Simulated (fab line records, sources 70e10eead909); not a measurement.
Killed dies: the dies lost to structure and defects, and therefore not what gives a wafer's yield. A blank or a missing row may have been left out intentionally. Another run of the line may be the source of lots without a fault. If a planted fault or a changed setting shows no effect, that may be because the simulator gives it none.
Which tool is to blame? + flow nand_harc + 12 lots with 36 wafers sampled at 2 steps, on a route of 1302 steps

== WHAT EACH GAUGE READ, for each wafer ==
NHARC_P_BONDPAD_INSPECT_23.
| lot  | measured     | on                | raw_defect_count |
|------|--------------|-------------------|------------------|
| L075 | day 7 04:59  | defect_inspect-02 | 317 213 147      |
| L077 | day 7 18:50  | defect_inspect-02 | 383 249 231      |
| L080 | day 9 03:23  | defect_inspect-01 | 156 129 163      |
| L081 | day 9 18:22  | defect_inspect-01 | 232 476 342      |
| L083 | day 11 03:15 | defect_inspect-01 | 214 220 288      |
| L085 | day 11 12:20 | defect_inspect-02 | 493 248 480      |
| L087 | day 11 23:34 | defect_inspect-02 | 320 380 504      |
| L089 | day 13 09:31 | defect_inspect-01 | 229 217 256      |
| L091 | day 13 19:02 | defect_inspect-02 | 334 455 529      |
| L093 | day 14 14:13 | defect_inspect-01 | 392 193 156      |
| L095 | day 15 09:03 | defect_inspect-01 | 292 432 251      |
| L097 | day 16 09:11 | defect_inspect-01 | 447 350 196      |

== EACH LOT AND THE TOOL THAT RAN IT (in order: tool; ch and the chambers of the sampled wafers; start) ==
| lot  | NHARC_P_BONDPAD_ANNEAL_28        |
|------|----------------------------------|
| L075 | rtp_anneal-02 ch 0, day 7 04:07  |
| L077 | rtp_anneal-01 ch 0, day 7 17:58  |
| L080 | rtp_anneal-02 ch 0, day 9 02:28  |
| L081 | rtp_anneal-02 ch 0, day 9 17:35  |
| L083 | rtp_anneal-01 ch 0, day 11 02:22 |
| L085 | rtp_anneal-01 ch 0, day 11 11:26 |
| L087 | rtp_anneal-02 ch 0, day 11 22:42 |
| L089 | rtp_anneal-02 ch 0, day 13 08:41 |
| L091 | rtp_anneal-01 ch 0, day 13 18:07 |
| L093 | rtp_anneal-01 ch 0, day 14 13:19 |
| L095 | rtp_anneal-01 ch 0, day 15 08:15 |
| L097 | rtp_anneal-02 ch 0, day 16 08:17 |
- NHARC_P_BONDPAD_ANNEAL_28: time 90 s.

== THE ANSWER, worked out from the rows above alone ==
Rule: the usual values come from the lots themselves. Put in order of their means at a reading, lots are off if they are a third of the lots or fewer, leave a main group of 4 or more, and stand apart from it by a gap of 3 or more times the standard deviation of the main group's means; of several such gaps the widest counts. A main group is skipped when, at the precision printed for the reading in the tables above, its means are all equal. Also off: a lot with no number at a reading for which 4 or more lots have one. Any other lot the step has rows for is counted as sound.
None of the lots is off at any reading shown; this tells nothing.

== WHAT WAS PUT IN BY THE SIMULATOR ==
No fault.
